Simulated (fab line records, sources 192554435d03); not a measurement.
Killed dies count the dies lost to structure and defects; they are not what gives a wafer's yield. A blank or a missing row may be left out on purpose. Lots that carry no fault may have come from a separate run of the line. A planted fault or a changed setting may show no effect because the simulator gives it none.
fab line records + flow n5Finfet
record:
- lots: 3
- wafers: 9
- lastDay: 19
route steps=1938 shown BEOL_M11@1566 BEOL_M12@1602 PASSIVATION@1936
lots with no fault: from the same line, run without faults
startH: hours from the record's opening day to when the first of the lot's shown wafers began + waitH: hours elapsed since this lot's preceding step + " repeats the value in the row above + L1.1+2: a row that stands for several wafers + - either no value or no given start + * or withheld: withheld + < > ~ a bound
route shown NAME@n: a module of which the file shows steps, and the number in the route of the first + usual: mean/standard deviation taken from wafers without a fault + same: alike in all rows + chamber/n: place in a boat + sites: each site's reading + _std_site: the values' standard deviation + _edge_site: mean of outer sites minus mean of inner sites + radiusMm: for every site, how far away it sits from the centre of the wafer + mask NAME#n: copy n + behind: tool/chamber where the wafer was last shaped + hold: why the lot went on hold/how many hours it stayed there/how the hold came to an end + device: the n, p or np transistor that did not switch + end of line: tests run on the same wafers once the route is complete + step lacking rows: just its recipe + killed: dies lost to structure and defects at the first sort, not the wafer's yield + map: per-die view of a wafer (x killed, . not killed, _ where there is no die)
set.NAME: the setting as run; set.NAME@STEP: as run at that earlier step + model.NAME: the simulator's own value behind a step, which no gauge read
lots at selected steps of the route; one table per step, one row per wafer
== steps ==
step: N5_BEOL_M11_PEB_26
recipe:
- pebTempC: withheld
- pebTimeS: 60
- resist: CAR-ArF
step: N5_BEOL_M11_DEVELOP_27
recipe:
- developTimeS: 30
- developer: TMAH
- resist: CAR-ArF
- rinseLiquid: diw
- dry: airSpin
- devTempC: 23
step: N5_BEOL_M11_DESCUM_33
recipe:
- chemistry: O2
- timeS: 7.9
- sourcePowerW: 50
- biasPowerW: 20
- pressureMtorr: 20
- rfFrequencyHz: 2.712e+07
- tempC: 40
- resist: CAR-ArF
- o2FlowSccm: 225
step: N5_BEOL_M11_ETCH_65
recipe:
- chemistry: CF4
- target: SiARC
- targetDepthA: 390
- maskMaterial: CAR-ArF
- timeS: 65
- ionEnergyEv: 80
- pressureMtorr: 40
- sourceW: 545
- biasW: 36
- Ar_flow_sccm: 100
- cf4FlowSccm: 100
- ends: cleared
step: N5_BEOL_M11_ETCH_66
recipe:
- chemistry: N2/H2
- target: SOC
- targetDepthA: 1200
- overetchA: 240
- maskMaterial: SiARC
- tempC: 40
- timeS: 180
- ionEnergyEv: 200
- pressureMtorr: 30
- sourceW: 840
- biasW: 150
- n2FlowSccm: 200
- h2FlowSccm: 200
step: N5_BEOL_M11_STRIP_69
recipe:
- chemistry: N2/H2
- tempC: 40
- n2FlowSccm: 200
- h2FlowSccm: 200
- rfFrequencyHz: 6e+07
step: N5_BEOL_M11_VIA_ETCH_34
recipe:
- chemistry: C4F6/O2
- target: SiCOH_lowk
- targetDepthA: 1845
- maskMaterial: SOC
- taperDeg: 4
- timeS: 69.2
- ionEnergyEv: 250
- pressureMtorr: 30
- sourceW: 345
- biasW: 185
- Ar_flow_sccm: 300
- C4F6_flow_sccm: 10
- O2_flow_sccm: 10
step: N5_BEOL_M11_STRIP_73
recipe:
- chemistry: C4F6/O2
- resist: SiARC
- rfFrequencyHz: 6e+07
step: N5_BEOL_M11_STRIP_36
recipe:
- chemistry: N2/H2
- powerW: 450
- tempC: 40
- pressureMtorr: 20
- rfFrequencyHz: 6e+07
- overashFraction: 0.3
- biasPowerW: 7
- h2Frac: 0.5
- n2FlowSccm: 200
- h2FlowSccm: 200
step: N5_BEOL_M11_TRENCH_ETCH_37
recipe:
- chemistry: C4F6/O2
- targetDepthA: 1488.3
- target: SiCOH_lowk
- timeS: 48
- ionEnergyEv: 250
- pressureMtorr: 30
- sourceW: 345
- biasW: 185
- Ar_flow_sccm: 300
- C4F6_flow_sccm: 10
- O2_flow_sccm: 10
usual:
- O2_flow_sccm: 10.00/0.037
- drypumpMotorCurrentA: 5.9/0.39
- oesProductAu: 0.80/0.069
- rfVppV: 657/9.5
- showerheadPlenumPTorr: 2.80/0.1
- throttleValvePct: 20.79/0.21
same:
- timeS: 48
| lot.wafer | tool       | chamber | startH | waitH | O2_flow_sccm | drypumpMotorCurrentA | oesProductAu | rfHoursCounterH | rfVppV | showerheadPlenumPTorr | throttleValvePct |
|-----------|------------|---------|--------|-------|--------------|----------------------|--------------|-----------------|--------|-----------------------|------------------|
| L683.1    | rieDiel-06 | 3       | 355.98 | -     | 10.05        | 6.3                  | 0.73         | 174             | 656    | 2.64                  | 20.85            |
| L683.2    | "          | 2       | "      | "     | 9.96         | 5.2                  | 0.89         | 36              | 665    | 2.89                  | 20.61            |
| L683.3    | "          | 0       | "      | "     | 10.04        | 5.9                  | 0.82         | 70              | 654    | 2.78                  | 20.46            |
| L689.1    | rieDiel-01 | 3       | 388.70 | -     | 10.03        | 6.3                  | 0.73         | 218             | 655    | 2.95                  | 21.29            |
| L689.2    | "          | 1       | "      | "     | 10.01        | 6.1                  | 0.73         | 171             | 644    | 2.72                  | 20.90            |
| L689.6    | "          | 3       | "      | "     | 10.01        | 6.4                  | 0.73         | -               | 656    | 2.95                  | 21.28            |
| L687.1    | rieDiel-06 | 3       | 413.63 | -     | 10.02        | 6.3                  | 0.72         | 191             | 654    | 2.63                  | 20.88            |
| L687.2    | "          | 0       | "      | "     | 10.02        | 5.9                  | 0.79         | 88              | 654    | 2.77                  | 20.49            |
| L687.6    | "          | 2       | "      | "     | 10.05        | 5.2                  | 0.86         | -               | 665    | 2.88                  | 20.63            |
step: N5_BEOL_M11_ETCH_41
recipe:
- chemistry: CH3F/O2
- target: SiCN
- targetDepthA: 426
- taperDeg: 2
- timeS: 86
- ionEnergyEv: 120
- maskMaterial: TiN
- pressureMtorr: 30
- sourceW: 395
- biasW: 75
- Ar_flow_sccm: 150
- CH3F_flow_sccm: 30
- O2_flow_sccm: 20
step: N5_BEOL_M11_STRIP_77
recipe:
- chemistry: N2/H2
- timeS: 10
- powerW: 450
- tempC: 40
- pressureMtorr: 20
- rfFrequencyHz: 6e+07
- biasPowerW: 7
- n2FlowSccm: 200
- h2FlowSccm: 200
step: N5_BEOL_M11_HM_STRIP_39
recipe:
- chemistry: peroxideTinStrip
- material: TiN
- targetDepthA: 250
- tempC: 50
- timeS: 158
step: N5_BEOL_M11_SRD_40
recipe:
- timeS: 30
- tempC: 23
- rinseLiquid: diw
- dry: ipaMarangoni
step: N5_BEOL_M11_PRECLEAN_42
recipe:
- chemistry: residueRemover
- timeS: 60
- tempC: 40
step: N5_BEOL_M11_SRD_43
recipe:
- timeS: 30
- tempC: 23
- rinseLiquid: diw
- dry: ipaMarangoni
step: N5_BEOL_M11_CURE_72
recipe:
- tempC: 370
- timeS: 120
- ambient: DMADMS/He
- material: SiCOH_lowk
step: N5_BEOL_M11_DEGAS_44
recipe:
- ambient: vacuum
- tempC: 250
- timeS: 60
step: N5_BEOL_M11_PRE_CLEAN_45
recipe:
- gas: H2/He
- timeS: 30
- tempC: 250
step: N5_BEOL_M11_ALD_74
recipe:
- material: TaN
- targetThkA: 20
- tempC: 275
- aldPrecursorFamily: PDMAT
- aldCoReactant: NH3
- pressureTorr: 3
- carrierFlowSccm: 1500
- pulseTimeS: 2
- purgeTimeS: 3
- coReactantPurgeTimeS: 2
- coReactantPulseTimeS: 3
- aldCycles: 40
- precursorVesselTempC: 75
- precursorVesselPressureTorr: 26.25
- precursorVesselCarrierSccm: 1000
step: N5_BEOL_M11_SURFACE_TREAT_76
recipe:
- gas: Ar
- timeS: *
- ionEnergyEv: *
- ionCurrentMaCm2: 0.5
- pressureMtorr: *
- arFlowSccm: 30
step: N5_BEOL_M11_CVD_75
recipe:
- material: Co
- targetThkA: 20
- tempC: withheld
- precursor: CCTBA/H2
- pressureTorr: 30
- timeS: 138.9
step: N5_BEOL_M11_SPUTTER_48
recipe:
- material: Cu
- targetThkA: 120
- tempC: -20
- biasV: 60
- powerW: 26000
- chamberPressurePa: 0.13
- timeS: 2
step: N5_BEOL_M11_ECD_50
recipe:
- material: Cu
- targetThkA: 3180
step: N5_BEOL_M11_ANNEAL_51
recipe:
- tempC: 225
- timeS: 90
- ambient: N2
step: N5_BEOL_M11_CMP_52
recipe:
- stopOn: SiCOH_lowk
- tOverpolishS: 7
- downForcePsi: 1
- platenRpm: 50
- clearingPlatenDownForcePsi: 1.5
- clearingPlatenRpm: 50
- postCmpClean: cuAlkaline
- targetThkNm: 140
- clearingPlatenPadVelocityMS: 0.99484
- padVelocityMS: 0.99484
step: N5_BEOL_M11_PRE_CLEAN_55
recipe:
- gas: NH3
- timeS: 15
- tempC: withheld
- rfPowerW: 300
step: N5_BEOL_M11_DEP_56
recipe:
- material: SiCN
- targetThkA: 300
- tempC: withheld
- precursor: 3MS/NH3
- pressureTorr: 3
- rfW: 675
- timeS: 10.5
step: N5_BEOL_M12_ILD_DEP_00
recipe:
- material: SiOC
- targetThkA: 6589.2
- tempC: 350
- precursor: DEMS/O2
- pressureTorr: 5
- rfW: 500
- timeS: 130.7
step: N5_BEOL_M12_COAT_58
recipe:
- resist: BARC
- tempC: 205
- timeS: 60
- spinRpm: 1500
- resistThkNm: 89
step: N5_BEOL_M12_COAT_04
recipe:
- spinRpm: 1625
- resistThkNm: 400
step: N5_BEOL_M12_EBR_06
recipe:
- solvent: PGMEA
- ebrWidthMm: 1.5
step: N5_BEOL_M12_SOFTBAKE_05
recipe:
- tempC: 130
- timeS: 60
step: N5_PASSIVATION_PROBE_49
usual:
- defectLimitedYield: 91.2/1.6
- killed_at_M0_to_M3: 33/11
- killed_at_M4_up: 14/5
- killedAtContacts: 12/5.8
- killedAtFrontEnd: 41/12
- killedAtOther: 3.5/2.9
- killedDies: 104/19
- killedOnRim: 13/4.2
- killedOpen: 68/14
- killedShort: 34/8.8
- sort_bin_4_leakage: 0.00/0.017
- sort_bin_5_function: 5.2/1.1
- sort_bin_6_memory: 3.2/0.71
- sortNPass: 1076/19
- sortYieldPct: 91.2/1.6
same:
- grossDies: 1180
- killedAtBackSide: 0
- sort_bin_8_speed[%]: 0
| lot.wafer | tool      | chamber | startH | waitH | defectLimitedYield[%] | killed_at_M0_to_M3 | killed_at_M4_up | killedAtContacts | killedAtFrontEnd | killedAtOther | killedDies | killedOnRim | killedOpen | killedShort | sort_bin_4_leakage[%] | sort_bin_5_function[%] | sort_bin_6_memory[%] | sortNPass | sortYieldPct[%] |
|-----------|-----------|---------|--------|-------|-----------------------|--------------------|-----------------|------------------|------------------|---------------|------------|-------------|------------|-------------|-----------------------|------------------------|----------------------|-----------|-----------------|
| L683.1    | prober-02 | -       | 397.86 | 0.0   | 90.4                  | 24                 | 13              | 28               | 44               | 4             | 113        | 14          | 68         | 39          | 0                     | 5.1                    | 3.8                  | 1067      | 90.4            |
| L683.2    | prober-02 | -       | 397.91 | 0.1   | 90.8                  | 22                 | 14              | 20               | 52               | 1             | 109        | 17          | 84         | 25          | 0                     | 5.5                    | 3.6                  | 1071      | 90.8            |
| L683.3    | prober-02 | -       | 397.96 | 0.1   | 89.4                  | 34                 | 11              | 8                | 68               | 4             | 125        | 21          | 67         | 50          | 0                     | 5.6                    | 3.8                  | 1055      | 89.4            |
| L689.1    | prober-02 | -       | 424.96 | 0.0   | 91.0                  | 39                 | 12              | 3                | 44               | 8             | 106        | 13          | 72         | 34          | 0                     | 5.4                    | 3.2                  | 1074      | 91.0            |
| L689.2    | prober-02 | -       | 425.01 | 0.1   | 90.9                  | 37                 | 18              | 14               | 35               | 3             | 107        | 14          | 73         | 34          | 0                     | 5.3                    | 3.8                  | 1073      | 90.9            |
| L689.6    | prober-02 | -       | 425.21 | 0.3   | 90.0                  | 58                 | 14              | 11               | 32               | 3             | 118        | 13          | 75         | 43          | 0                     | 5.1                    | 4.7                  | 1062      | 90.0            |
| L687.1    | prober-02 | -       | 456.76 | 0.0   | 82.4                  | 16                 | 131             | 9                | 45               | 7             | 208        | 15          | 48         | 31          | 0.08                  | 10.6                   | 5.0                  | 971       | 82.3            |
| L687.2    | prober-02 | -       | 456.81 | 0.1   | 92.2                  | 26                 | 6               | 8                | 45               | 7             | 92         | 14          | 49         | 35          | 0                     | 4.3                    | 2.4                  | 1088      | 92.2            |
| L687.6    | prober-02 | -       | 457.01 | 0.3   | 91.6                  | 27                 | 6               | 5                | 57               | 4             | 99         | 11          | 64         | 33          | 0                     | 4.4                    | 3.9                  | 1081      | 91.6            |
killed by level:class
L683.1 MOL_CONTACT_COAG:geometricParticle:open=22 FIN_SAQP:geometricParticle:short=11 STI_FIN_REVEAL:geometricParticle:open=7 BEOL_M3:geometricParticle:open=7 BEOL_M4:geometricParticle:open=7 MOL_CONTACT_COAG:geometricParticle:short=6 FIN_SAQP:geometricParticle:open=5 BEOL_M0_SAQP:geometricParticle:short=5
L683.2 MOL_CONTACT_COAG:geometricParticle:open=18 FIN_SAQP:geometricParticle:open=15 STI_FIN_REVEAL:geometricParticle:open=15 BEOL_M3:geometricParticle:open=12 FIN_SAQP:geometricParticle:short=10 BEOL_M4:geometricParticle:open=7 BEOL_M4:geometricParticle:short=3 ILD0:geometricParticle:open=3
L683.3 STI_FIN_REVEAL:geometricParticle:open=13 FIN_SAQP:geometricParticle:open=12 FIN_SAQP:geometricParticle:short=11 BEOL_M0_SAQP:geometricParticle:short=10 MOL_CONTACT_COAG:geometricParticle:open=7 HKMG_FIN:areaEtch=7 DUMMY_GATE:geometricParticle:open=6 BEOL_M0_SAQP:geometricParticle:open=6
L689.1 FIN_SAQP:geometricParticle:open=14 BEOL_M2:geometricParticle:open=9 BEOL_M0_SAQP:geometricParticle:open=8 FIN_SAQP:geometricParticle:short=6 DUMMY_GATE:geometricParticle:open=6 BEOL_M4:geometricParticle:open=6 BEOL_M0_SAQP:geometricParticle:short=5 BEOL_M2:geometricParticle:short=5
L689.2 MOL_CONTACT_COAG:geometricParticle:open=13 BEOL_M0_SAQP:geometricParticle:open=9 FIN_SAQP:geometricParticle:short=7 FIN_SAQP:geometricParticle:open=6 BEOL_M0_SAQP:geometricParticle:short=6 BEOL_M4:geometricParticle:open=6 BEOL_M2:geometricParticle:open=5 GATE_CUT:geometricParticle:short=5
L689.6 BEOL_M0_SAQP:geometricParticle:short=17 BEOL_M0_SAQP:geometricParticle:open=15 BEOL_M2:geometricParticle:open=11 MOL_CONTACT_COAG:geometricParticle:open=9 FIN_SAQP:geometricParticle:open=8 BEOL_M2:geometricParticle:short=7 BEOL_M1:geometricParticle:open=5 BEOL_M4:geometricParticle:open=5
L687.1 BEOL_M11:unspecified=129 STI_FIN_REVEAL:geometricParticle:open=10 GATE_CUT:geometricParticle:short=8 MOL_CONTACT_COAG:geometricParticle:open=8 BEOL_M0_SAQP:geometricParticle:short=5 PASS1_CAP:geometricParticle:short=4 FIN_SAQP:geometricParticle:short=4 DUMMY_GATE:geometricParticle:open=4
L687.2 STI_FIN_REVEAL:geometricParticle:open=12 BEOL_M0_SAQP:geometricParticle:open=11 BEOL_M0_SAQP:geometricParticle:short=7 HKMG_FIN:areaEtch=7 STI_FIN_REVEAL:geometricParticle:short=6 MOL_CONTACT_COAG:geometricParticle:open=5 FIN_SAQP:geometricParticle:short=4 BEOL_M2:geometricParticle:open=4
L687.6 STI_FIN_REVEAL:geometricParticle:open=23 BEOL_M0_SAQP:geometricParticle:open=10 BEOL_M0_SAQP:geometricParticle:short=10 FIN_SAQP:geometricParticle:open=7 MOL_CONTACT_COAG:geometricParticle:open=5 BEOL_M4:geometricParticle:open=5 STARTING-WAFER:geometricParticle:short=5 FIN_SAQP:geometricParticle:short=4
map L687.1 (x killed, . not)
_________________............________________
______________x................._____________
___________xx..........x.......xx..__________
__________.........................._________
________......x.........x........x...x_______
_______.x.......x......................______
______.................................x_____
_____............x............x..x.......____
____................................x.....___
___......x.....................x......x...x__
___.....................x..x.x....x........__
__........x...xx...................x........_
__....x.....xx.....................x....x..._
_.........x..................................
_..x.........................................
_............................................
_......................x.......x.............
_.x...........x.x...............x...x........
_.xx...........xx.x..x........x..............
_.............xxx..xx...............x........
_...x.....xxx.xxxxx.xxx.............x.x......
__..x......xxxxxxxxxx.x..x.................x_
__......x.xxxxxxxxxxxxx.x......x...x........_
___......x.xxxxxxxxxxxxxx......x..x.....x..__
___......xxxxxxxxxxxx.xx........x.........x__
____.....xxxxxxxxxxxxxx.....x.............___
_____.....xxxxxxxxxxxxxx..........x......____
______.....xxxxxxxxxx.x.x.......x..x...._____
_______..x..x.xxxxxxx.x.....x......x...______
________..xx.xxx.xxx.................x_______
__________.....x.xx................._________
___________..xx...x.......xx.......__________
______________.................._____________
_________________............________________
map L683.3 (x killed, . not)
_________________...........x________________
______________xx..x.x..........._____________
___________x...............x....x..__________
__________x.x..........x......x.x..._________
________....x........................._______
_______......x......................x..______
______.........x........................_____
_____............x..x.....x....x......x.x____
____................x.......x....x.......x___
___x.x.....xx......x.....x............x....__
___xx.....x..........x.....................__
__.........................................._
__...................x.x.................x.._
_x..................x.xx......x........x...x.
_.......x.......x.........x........x.....x...
_x.........x..x.............x................
_.....x.....................................x
_..x.................x.......................
_x.....x..........x..x.........x..........x..
_.............xxx.x.......x...........x.x..x.
_....x.......x.x............x...x............
__x...x............x.x..............x..x...._
__.......................................x.._
___................x.x..x.x.x...x.x...x..x.__
___...............x.....x......x....x......__
____...................x...........xx...x.___
_____...x.....xx....x.............x..x.x.____
______...........x..............x......._____
_______..............xx....x...........______
________.....x...x...................._______
__________.....x.................x.._________
___________..x.....................__________
______________....x.x..........._____________
_________________.........xx.________________
== key ==
firstSign:
- step: N5_PASSIVATION_PROBE_49
- reading: killed_at_M4_up
- direction: up
- sigmas: 24
- usual: 14
- struck: 131
effect:
- step: N5_PASSIVATION_PROBE_49
- reading: killedDies
- direction: up
- sigmas: 5.4
- usual: 104
- struck: 208
moreKillsBornAt:
- N5_BEOL_M11_TRENCH_ETCH_37@rieDiel-06: 129
metAt N5_BEOL_M11_TRENCH_ETCH_37
struckWafers L687.1
onsetBetween 355.98 413.63
fault:
- kind: chamberParticleSource
- tool: rieDiel-06
- chamber: 3
- onsetH: 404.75
- steps: N5_BEOL_M11_TRENCH_ETCH_37
- ratePerVisitCm2: 0.9225
- endH: 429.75
